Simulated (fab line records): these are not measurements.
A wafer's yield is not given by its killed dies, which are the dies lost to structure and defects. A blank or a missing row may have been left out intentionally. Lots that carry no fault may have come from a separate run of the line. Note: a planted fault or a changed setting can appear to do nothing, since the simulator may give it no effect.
fab line records | flow n5Finfet
record lots=6 wafers=18 lastDay=19
route steps=1938 shown BEOL_M3@962 BEOL_M4@1111
lots with no fault: from the same line, run without faults
startH: the number of hours between the record's first day and the start of the first shown wafer of the lot | waitH: hours from the lot's prior step to this one | " same as the row above | L1.1+2: several wafers, shown together as one row | - no value, or no start given | * or withheld: withheld | < > ~ a bound
route shown NAME@n: NAME is a module with steps in the file, n the number in the route of the first one | usual: the fault-free wafers' mean and standard deviation | same: alike in all rows | chamber/n: place in a boat | sites: per-site readings | _std_site: standard deviation of those values | _edge_site: outer sites' mean less inner sites' | radiusMm: for every site, how far away it sits from the centre of the wafer | mask NAME#n: copy n | behind: tool/chamber where the wafer was last shaped | hold: the reason the lot was held/the length of the hold in hours/how it ended | device: the n, p or np transistor that did not switch | end of line: tests of these same wafers at the route's end | for a step that has no rows: nothing shown but its recipe | killed: at the first sort, the dies lost to defects and structure; wafer yield is something else | map: the dies of a wafer, with x for killed, . for not killed, _ for no die there
set.NAME: the setting as run; set.NAME@STEP: as run at that earlier step | model.NAME: the simulator's own value behind a step, which no gauge read
lots at selected steps of the route; one table per step, one row per wafer
services: a tool's chamber out of use, with start hour (startH, from the record's first day; less than 0 if before it), hours out, and reason
## steps
# step N5_BEOL_M3_SOFTBAKE_23
# recipe tempC=110 timeS=60 resist=CAR-EUV
# step N5_BEOL_M3_EXPOSE_25
# recipe maskId=V2 na=0.33 sourceShape=quasar sigmaInner=0.2 sigmaOuter=0.8 polarization=unpolarized defocusNm=5 doseMj=63
# step N5_BEOL_M3_PEB_26
# recipe pebTempC=100 pebTimeS=60 resist=CAR-EUV
# step N5_BEOL_M3_DEVELOP_27
# recipe developTimeS=30 developer=TMAH resist=CAR-EUV rinseLiquid=surfactantRinse dry=airSpin devTempC=23
# step N5_BEOL_M3_CD_MEAS_28
# recipe targetCdNm=25.7 landingEnergyEv=500 detector=seInlens targetCdYNm=23.3 polarity=opening
# usual cdNm=25.69/0.21
# columns lot.wafer tool chamber startH waitH cdNm
L256.1 cdSem-01 0 183.60 - 25.82
L256.3 " 0 " " 25.55
L256.4 " 0 " " 25.93
L260.1 cdSem-01 0 201.61 - 25.33
L260.4 " 0 " " 25.61
L260.5 " 0 " " 25.34
L263.1 cdSem-02 0 229.12 - 25.47
L263.2 " 0 " " 25.46
L263.3 " 0 " " 25.74
L265.1 cdSem-03 0 249.33 - 25.80
L265.4 " 0 " " 25.50
L265.6 " 0 " " 25.65
L269.1 cdSem-02 0 258.33 - 25.95
L269.3 " 0 " " 25.83
L269.4 " 0 " " 25.98
L273.1 cdSem-03 0 299.65 - 25.52
L273.2 " 0 " " 25.53
L273.3 " 0 " " 25.77
# step N5_BEOL_M3_OVL_MEAS_29
# recipe pointsPerWafer=522
# usual V2_OVL=0.3/0.67
# same pointsPerWafer=522
# columns lot.wafer tool chamber startH waitH V2_OVL[nm]
L256.1 overlay-02 0 183.63 0.0 -0.3
L256.3 " 0 " " -0.5
L256.4 " 0 " " -0.6
L260.1 overlay-01 0 201.64 0.0 0.9
L260.4 " 0 " " 1.7
L260.5 " 0 " " 0.5
L263.1 overlay-02 0 229.15 0.0 0.3
L263.2 " 0 " " 0.4
L263.3 " 0 " " 0.4
L265.1 overlay-02 0 249.36 0.0 0.2
L265.4 " 0 " " -0.4
L265.6 " 0 " " 0.5
L269.1 overlay-02 0 258.36 0.0 -0.6
L269.3 " 0 " " -1.2
L269.4 " 0 " " -0.1
L273.1 overlay-02 0 299.68 0.0 0.4
L273.2 " 0 " " 1.0
L273.3 " 0 " " 1.0
# step N5_BEOL_M3_INSPECT_30
# recipe mode=adi inspectInstrument=brightfield
# usual rawDefectCount=424/100
# columns lot.wafer tool chamber startH waitH rawDefectCount
L256.1 defectInspect-01 - 183.69 0.1 372
L256.3 " - " " 366
L256.4 " - " " 321
L260.1 defectInspect-01 - 201.69 0.1 382
L260.4 " - " " 379
L260.5 " - " " 415
L263.1 defectInspect-01 - 229.21 0.1 302
L263.2 " - " " 411
L263.3 " - " " 290
L265.1 defectInspect-02 - 249.42 0.1 526
L265.4 " - " " 438
L265.6 " - " " 502
L269.1 defectInspect-01 - 258.43 0.1 504
L269.3 " - " " 326
L269.4 " - " " 598
L273.1 defectInspect-02 - 299.74 0.1 301
L273.2 " - " " 335
L273.3 " - " " 386
# step N5_BEOL_M3_DESCUM_33
# recipe chemistry=O2 timeS=7 sourcePowerW=50 biasPowerW=20 pressureMtorr=20 rfFrequencyHz=2.712e+07 tempC=40 resist=CAR-EUV o2FlowSccm=225
# usual drypumpMotorCurrentA=5.5/0.41 oesProductAu=0.79/0.083 rfVppV=243.2/1 showerheadPlenumPTorr=2.09/0.047 tempC=40.00/0.12 throttleValvePct=20.40/0.23
# columns lot.wafer tool chamber startH waitH drypumpMotorCurrentA oesProductAu rfHoursCounterH rfVppV showerheadPlenumPTorr tempC throttleValvePct
L256.1 rieDiel-06 2 183.72 0.0 5.8 0.79 106 242.6 2.11 40.05 20.50
L256.3 " 1 " " 5.8 1.00 1 245.1 2.23 40.28 20.21
L256.4 " 0 " " 5.4 0.73 - 242.3 2.08 40.10 20.66
L260.1 rieDiel-03 0 201.73 0.0 6.2 0.91 17 242.8 2.05 40.03 20.14
L260.4 " 2 " " 5.7 0.70 191 243.9 2.16 39.80 20.17
L260.5 " 0 " " 6.3 0.91 - 242.0 2.05 40.22 20.16
L263.1 rieDiel-05 0 229.42 0.2 4.9 0.68 234 241.9 2.06 40.03 20.73
L263.2 " 3 " " 5.4 0.75 140 243.8 2.09 40.07 20.19
L263.3 " 2 " " 5.8 0.80 114 243.3 2.09 39.96 20.72
L265.1 rieDiel-06 2 249.46 0.0 5.8 0.77 126 242.7 2.11 40.06 20.53
L265.4 " 1 " " 5.7 0.92 22 245.9 2.23 39.89 20.25
L265.6 " 0 " " 5.4 0.71 - 242.5 2.07 39.82 20.68
L269.1 rieDiel-03 2 258.49 0.1 5.7 0.69 207 245.0 2.15 39.98 20.17
L269.3 " 3 " " 5.4 0.73 167 243.8 2.07 40.00 20.65
L269.4 " 0 " " 6.2 0.89 30 242.7 2.05 40.07 20.16
L273.1 rieDiel-05 3 299.77 0.0 5.4 0.74 158 243.0 2.09 39.96 20.22
L273.2 " 1 " " 4.9 0.84 92 241.4 2.03 40.07 20.24
L273.3 " 2 " " 5.8 0.78 134 242.7 2.09 40.08 20.75
# step N5_BEOL_M3_ETCH_77
# recipe chemistry=N2/H2 target=underlayer targetDepthA=65 maskMaterial=CAR-EUV timeS=5.2 ionEnergyEv=200 pressureMtorr=30 sourceW=840 biasW=150 n2FlowSccm=200 h2FlowSccm=200 ends=cleared
# usual biasW=150.0/0.43 drypumpMotorCurrentA=5.5/0.42 etchRfOnTimeS=5.17/0.087 n2FlowSccm=200.0/0.56 oesProductAu=0.68/0.07 rfVppV=524.0/2.1 showerheadPlenumPTorr=2.54/0.057 throttleValvePct=17.82/0.25
# columns lot.wafer tool chamber startH waitH biasW drypumpMotorCurrentA etchRfOnTimeS n2FlowSccm oesProductAu rfHoursCounterH rfVppV showerheadPlenumPTorr throttleValvePct
L256.1 rieDiel-06 2 183.75 0.0 150.2 5.8 5.12 199.5 0.67 106 526.1 2.56 17.88
L256.3 " 1 " " 149.6 5.7 5.21 198.8 0.82 1 530.3 2.71 17.64
L256.4 " 0 " " 150.0 5.4 5.29 199.7 0.61 - 523.3 2.52 18.11
L260.1 rieDiel-03 0 201.76 0.0 150.1 6.2 5.14 200.2 0.78 17 521.0 2.50 17.56
L260.4 " 2 " " 150.0 5.8 5.28 199.9 0.60 191 525.0 2.62 17.60
L260.5 " 0 " " 150.0 6.2 5.10 200.0 0.77 - 523.0 2.49 17.52
L263.1 rieDiel-05 0 229.45 0.0 150.8 4.9 5.29 199.8 0.58 234 521.0 2.51 18.13
L263.2 " 3 " " 150.4 5.4 5.35 200.3 0.63 140 524.7 2.54 17.60
L263.3 " 2 " " 149.9 5.8 5.15 199.2 0.68 114 526.7 2.56 18.15
L265.1 rieDiel-06 2 249.49 0.0 149.6 5.8 5.13 199.6 0.66 126 524.6 2.56 17.92
L265.4 " 1 " " 150.0 5.7 5.18 200.4 0.78 22 531.0 2.70 17.68
L265.6 " 0 " " 149.7 5.4 5.24 199.1 0.60 - 524.2 2.51 18.13
L269.1 rieDiel-03 2 258.52 0.0 149.2 5.8 5.34 200.9 0.58 207 527.2 2.61 17.61
L269.3 " 3 " " 149.5 5.5 5.18 200.4 0.63 167 523.8 2.54 18.15
L269.4 " 0 " " 149.4 6.2 5.09 199.9 0.75 30 521.8 2.49 17.54
L273.1 rieDiel-05 3 299.81 0.0 150.6 5.4 5.30 200.5 0.63 158 522.7 2.53 17.60
L273.2 " 1 " " 150.4 4.9 5.15 201.1 0.70 92 523.7 2.46 17.60
L273.3 " 2 " " 150.4 5.9 5.09 199.2 0.67 134 523.4 2.55 18.19
# step N5_BEOL_M3_ETCH_69
# recipe chemistry=CF4 target=SiARC targetDepthA=156 maskMaterial=CAR-EUV timeS=26 ionEnergyEv=80 pressureMtorr=40 sourceW=545 biasW=36 Ar_flow_sccm=100 cf4FlowSccm=100 ends=cleared
# usual biasW=36.01/0.12 drypumpMotorCurrentA=5.5/0.41 etchRfOnTimeS=25.9/0.45 mfcArSccm=100.02/0.29 oesProductAu=0.68/0.07 rfVppV=184.2/1 showerheadPlenumPTorr=2.14/0.048 throttleValvePct=15.60/0.25
# columns lot.wafer tool chamber startH waitH biasW drypumpMotorCurrentA etchRfOnTimeS mfcArSccm oesProductAu rfHoursCounterH rfVppV showerheadPlenumPTorr throttleValvePct
L256.1 rieDiel-06 2 183.77 0.0 35.91 5.8 25.4 100.52 0.67 106 185.1 2.16 15.67
L256.3 " 1 " " 36.09 5.7 26.0 100.44 0.83 1 185.5 2.28 15.34
L256.4 " 0 " " 35.91 5.4 26.6 100.27 0.62 - 183.9 2.12 15.84
L260.1 rieDiel-03 0 201.78 0.0 35.82 6.2 25.6 99.54 0.79 17 185.6 2.10 15.27
L260.4 " 2 " " 35.98 5.7 26.5 100.09 0.60 191 185.5 2.22 15.47
L260.5 " 0 " " 35.91 6.2 25.6 99.93 0.78 - 183.6 2.10 15.27
L263.1 rieDiel-05 0 229.47 0.0 36.19 4.9 26.1 99.74 0.58 234 182.5 2.12 15.93
L263.2 " 3 " " 36.09 5.4 26.5 100.41 0.64 140 185.8 2.15 15.41
L263.3 " 2 " " 35.98 5.8 25.3 100.23 0.69 114 185.5 2.16 15.93
L265.1 rieDiel-06 2 249.51 0.0 35.86 5.8 25.2 99.95 0.66 126 183.8 2.15 15.72
L265.4 " 1 " " 36.15 5.7 26.0 100.39 0.77 22 186.8 2.27 15.40
L265.6 " 0 " " 36.13 5.4 26.4 99.97 0.60 - 183.6 2.12 15.88
L269.1 rieDiel-03 2 258.54 0.0 35.96 5.8 26.1 99.88 0.59 207 183.3 2.21 15.51
L269.3 " 3 " " 36.04 5.4 25.9 100.28 0.63 167 184.1 2.13 15.89
L269.4 " 0 " " 36.00 6.2 25.4 100.07 0.76 30 182.4 2.10 15.31
L273.1 rieDiel-05 3 299.82 0.0 35.98 5.4 26.9 100.03 0.62 158 183.6 2.14 15.45
L273.2 " 1 " " 35.99 4.9 26.2 99.85 0.70 92 184.7 2.08 15.39
L273.3 " 2 " " 35.91 5.8 25.6 99.76 0.68 134 183.5 2.15 15.97
# step N5_BEOL_M3_ALD_98
# recipe material=SiO2 targetThkA=25 tempC=100 aldPrecursorFamily=BDEAS aldCoReactant=O2-plasma pulseTimeS=1 coReactantPulseTimeS=1 purgeTimeS=2 coReactantPurgeTimeS=2 aldCycles=17 pressureTorr=2
# usual heaterPowerW=78/6.7 precursorPulseHeightRel=0.998/0.019
# same coReactantPulseTimeS=1
# columns lot.wafer tool chamber startH waitH heaterPowerW precursorPulseHeightRel
L256.1 aldSin-03 0 184.52 0.7 72 0.995
L256.3 " 2 " " 82 1.033
L256.4 " 3 " " 72 1.031
L260.1 aldSin-03 2 201.90 0.1 83 0.998
L260.4 " 0 " " 76 1.008
L260.5 " 2 " " 83 1.030
L263.1 aldSin-02 1 229.55 0.1 81 1.017
L263.2 " 2 " " 81 0.980
L263.3 " 0 " " 82 0.996
L265.1 aldSin-03 1 250.30 0.8 75 0.969
L265.4 " 3 " " 73 1.007
L265.6 " 3 " " 73 0.994
L269.1 aldSin-03 2 258.62 0.1 82 1.017
L269.3 " 3 " " 74 1.019
L269.4 " 0 " " 72 1.002
L273.1 aldSin-02 0 299.91 0.1 83 0.982
L273.2 " 3 " " 61 0.980
L273.3 " 1 " " 82 0.977
# step N5_BEOL_M3_ETCHBACK_99
# recipe chemistry=CHF3 target=SiO2 targetDepthA=50 timeS=10.4 sourceW=215 biasW=47 Ar_flow_sccm=200 CHF3_flow_sccm=12 ionEnergyEv=100 pressureMtorr=30
# usual drypumpMotorCurrentA=5.4/0.39 mfcArSccm=200.0/0.52 oes_f_703_au=0.78/0.075 oesProductAu=0.79/0.08 rfVppV=240.6/2.8 showerheadPlenumPTorr=2.16/0.053 throttleValvePct=17.11/0.24
# columns lot.wafer tool chamber startH waitH drypumpMotorCurrentA mfcArSccm oes_f_703_au oesProductAu rfHoursCounterH rfVppV showerheadPlenumPTorr throttleValvePct
L256.1 rieDiel-05 3 186.85 2.3 5.4 199.7 0.75 0.76 129 247.5 2.17 16.87
L256.3 " 1 " " 4.9 199.8 0.85 0.86 61 243.1 2.10 16.83
L256.4 " 2 " " 5.8 199.7 0.80 0.81 104 237.6 2.17 17.36
L260.1 rieDiel-05 0 203.61 1.7 4.9 199.9 0.69 0.69 226 238.3 2.13 17.39
L260.4 " 3 " " 5.4 200.0 0.75 0.76 134 245.9 2.17 16.90
L260.5 " 0 " " 4.9 199.1 0.70 0.69 - 237.7 2.13 17.39
L263.1 rieDiel-05 1 233.59 4.0 4.9 200.0 0.84 0.86 73 242.5 2.09 16.86
L263.2 " 0 " " 4.9 200.0 0.69 0.68 235 236.8 2.13 17.41
L263.3 " 3 " " 5.4 199.4 0.75 0.75 141 246.4 2.16 16.91
L265.1 rieDiel-05 3 253.39 3.0 5.4 199.2 0.74 0.74 144 245.8 2.16 16.91
L265.4 " 1 " " 4.9 199.8 0.84 0.85 77 244.5 2.09 16.85
L265.6 " 2 " " 5.8 201.0 0.80 0.80 - 238.2 2.16 17.39
L269.1 rieDiel-03 3 260.42 1.7 5.4 199.8 0.75 0.73 167 237.0 2.15 17.39
L269.3 " 2 " " 5.7 200.0 0.70 0.69 207 242.9 2.22 16.91
L269.4 " 1 " " 5.2 199.5 0.80 0.79 105 242.6 2.17 16.93
L273.1 rieDiel-06 3 307.10 7.1 5.1 200.4 0.90 0.91 33 239.3 2.10 17.00
L273.2 " 1 " " 5.7 200.7 0.86 0.87 39 242.1 2.29 16.91
L273.3 " 2 " " 5.8 199.4 0.74 0.75 144 240.1 2.16 17.21
# step N5_BEOL_M3_ETCH_70
# recipe chemistry=N2/H2 target=SOC targetDepthA=800 overetchA=160 maskMaterial=SiARC tempC=40 timeS=120 ionEnergyEv=200 pressureMtorr=30 sourceW=840 biasW=150 n2FlowSccm=200 h2FlowSccm=200
# usual biasW=150.0/0.48 drypumpMotorCurrentA=5.5/0.39 n2FlowSccm=200.0/0.57 oesProductAu=0.60/0.057 rfVppV=523.9/1.9 showerheadPlenumPTorr=2.54/0.062 tempC=39.98/0.12 throttleValvePct=17.81/0.25
# columns lot.wafer tool chamber startH waitH biasW drypumpMotorCurrentA n2FlowSccm oesProductAu rfHoursCounterH rfVppV showerheadPlenumPTorr tempC throttleValvePct model.SiARC_of_BEOL_M3_COAT_68.thkNm
L256.1 rieDiel-05 3 186.89 0.0 149.9 5.4 200.2 0.59 129 525.8 2.55 39.97 17.53 6.4
L256.3 " 1 " " 149.9 4.9 200.7 0.66 61 522.1 2.48 40.01 17.51 6.4
L256.4 " 2 " " 149.6 5.8 200.3 0.62 104 523.8 2.56 39.96 18.08 6.4
L260.1 rieDiel-05 0 203.64 0.0 150.3 4.9 200.3 0.53 226 523.9 2.51 40.12 18.08 6.6
L260.4 " 3 " " 149.6 5.4 199.8 0.58 134 524.9 2.55 40.05 17.52 6.4
L260.5 " 0 " " 149.8 4.9 199.7 0.53 - 522.9 2.51 40.08 18.08 6.6
L263.1 rieDiel-05 1 233.63 0.0 118.8 4.9 199.8 0.65 73 450.0 2.47 40.08 17.53 7.8
L263.2 " 0 " " 150.0 4.9 200.4 0.52 235 524.0 2.51 39.95 18.10 6.4
L263.3 " 3 " " 149.4 5.4 199.9 0.57 141 524.1 2.54 39.89 17.55 6.4
L265.1 rieDiel-05 3 253.42 0.0 149.2 5.4 200.3 0.59 144 523.8 2.54 39.84 17.56 6.4
L265.4 " 1 " " 119.2 4.9 200.1 0.64 77 450.2 2.47 39.80 17.55 7.8
L265.6 " 2 " " 150.4 5.8 199.3 0.61 - 524.8 2.55 40.00 18.13 6.4
L269.1 rieDiel-03 3 260.45 0.0 150.3 5.4 199.7 0.56 167 523.1 2.54 39.77 18.16 6.2
L269.3 " 2 " " 149.8 5.7 199.4 0.54 207 527.1 2.61 40.11 17.58 6.4
L269.4 " 1 " " 150.7 5.2 199.3 0.61 105 525.6 2.56 40.02 17.65 6.4
L273.1 rieDiel-06 3 307.14 0.0 150.3 5.2 200.6 0.68 33 522.9 2.47 40.11 17.69 6.2
L273.2 " 1 " " 150.0 5.7 200.6 0.66 39 527.6 2.69 39.96 17.68 6.4
L273.3 " 2 " " 150.1 5.8 199.7 0.57 144 525.2 2.55 39.75 17.93 6.2
# step N5_BEOL_M3_STRIP_71
# recipe chemistry=N2/H2 tempC=40 n2FlowSccm=200 h2FlowSccm=200 rfFrequencyHz=6e+07
# step N5_BEOL_M4_RC_MEAS_101
# usual DIBL_N=36.2/1.2 DIBL_P=36.3/1.3 IOFF_N=0.155/0.019 IOFF_P=0.210/0.029 ION_N=677/8.6 ION_P=465/6.8 SS_N=71.4/0.48 SS_P=73.2/0.53 VT_N=249.9/2.4 VT_P=-250/3.2
# columns lot.wafer tool chamber startH waitH DIBL_N[mV/V] DIBL_P[mV/V] IOFF_N[nA/um] IOFF_P[nA/um] ION_N[uA/um] ION_P[uA/um] SS_N[mV/dec] SS_P[mV/dec] VT_N[mV] VT_P[mV]
L256.1 prober-02 0 206.20 0.0 36.9 36.5 0.152 0.180 675 457 71.5 73.3 248.5 -254
L256.3 " 0 " " 37.6 36.8 0.162 0.193 691 466 71.5 73.7 252.0 -254
L256.4 " 0 " " 38.6 39.0 0.188 0.228 676 464 72.0 73.7 248.4 -252
L260.1 prober-01 0 224.71 0.0 35.5 35.7 0.157 0.227 673 466 71.4 73.1 249.2 -245
L260.4 " 0 " " 36.1 37.2 0.177 0.255 683 477 71.6 73.7 248.7 -246
L260.5 " 0 " " 36.0 36.2 0.164 0.232 676 465 70.9 73.2 249.0 -246
L263.1 prober-01 0 261.21 0.0 35.4 35.3 0.139 0.187 673 464 71.3 73.1 251.9 -252
L263.2 " 0 " " 37.4 37.7 0.161 0.215 664 456 71.4 73.3 250.3 -250
L263.3 " 0 " " 37.6 37.4 0.159 0.215 668 460 72.2 73.5 250.5 -250
L265.1 prober-02 0 273.84 0.0 35.1 36.7 0.160 0.221 682 470 71.5 73.3 252.5 -247
L265.4 " 0 " " 37.0 39.0 0.188 0.257 686 467 71.8 73.4 249.3 -247
L265.6 " 0 " " 35.7 37.1 0.155 0.215 681 468 71.5 73.6 251.6 -249
L269.1 prober-02 0 282.57 0.0 36.9 37.8 0.164 0.219 684 464 71.5 73.7 249.1 -249
L269.3 " 0 " " 37.7 38.4 0.173 0.227 672 463 71.7 73.7 250.5 -250
L269.4 " 0 " " 35.5 35.9 0.133 0.198 669 461 71.0 74.0 252.9 -251
L273.1 prober-02 0 329.04 0.0 36.2 35.4 0.151 0.202 671 464 71.4 73.1 249.5 -252
L273.2 " 0 " " 35.7 35.3 0.148 0.196 665 455 71.2 72.5 251.8 -252
L273.3 " 0 " " 38.5 37.9 0.202 0.232 680 461 72.1 74.5 247.8 -252
## services
# columns tool chamber startH hours kind
rieDiel-06 1 161.77 - clean
rieDiel-06 1 161.77 - consumableReplace:focusRing
rieDiel-06 1 161.77 - consumableReplace:showerhead
rieDiel-05 3 175.74 3.6 repair
rieDiel-06 3 180.34 - clean
rieDiel-06 3 180.34 - consumableReplace:focusRing
rieDiel-06 3 180.34 15.5 scheduledDown
rieDiel-06 3 180.34 15.5 ventCycle
rieDiel-03 0 209.33 4.7 repair
rieDiel-06 0 235.18 4.9 repair
aldSin-02 3 262.86 2.9 repair
rieDiel-03 0 268.47 1.5 repair
rieDiel-05 0 280.12 21.8 repair
aldSin-03 2 287.86 5.7 repair
aldSin-02 - 290.56 1.5 repair
## key
firstSign step=N5_BEOL_M3_ETCH_70 reading=biasW direction=down sigmas=65 usual=* struck=*
effect step=N5_BEOL_M3_ETCH_70 reading=rfVppV direction=down sigmas=38 usual=523.9 struck=450.1
modelEffect step=N5_BEOL_M3_ETCH_70 value=SiARC_of_BEOL_M3_COAT_68.thkNm without=6.3 struck=7.8
metAt N5_BEOL_M3_ETCH_70
struckWafers L263.1,L265.4
onsetBetween 186.89 233.63
fault kind=processParameterDrift tool=rieDiel-05 chamber=1 onsetH=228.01 steps=N5_BEOL_M3_ETCH_70 channel=biasW offset=* shape=step endH=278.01 actsIn=* stated=*
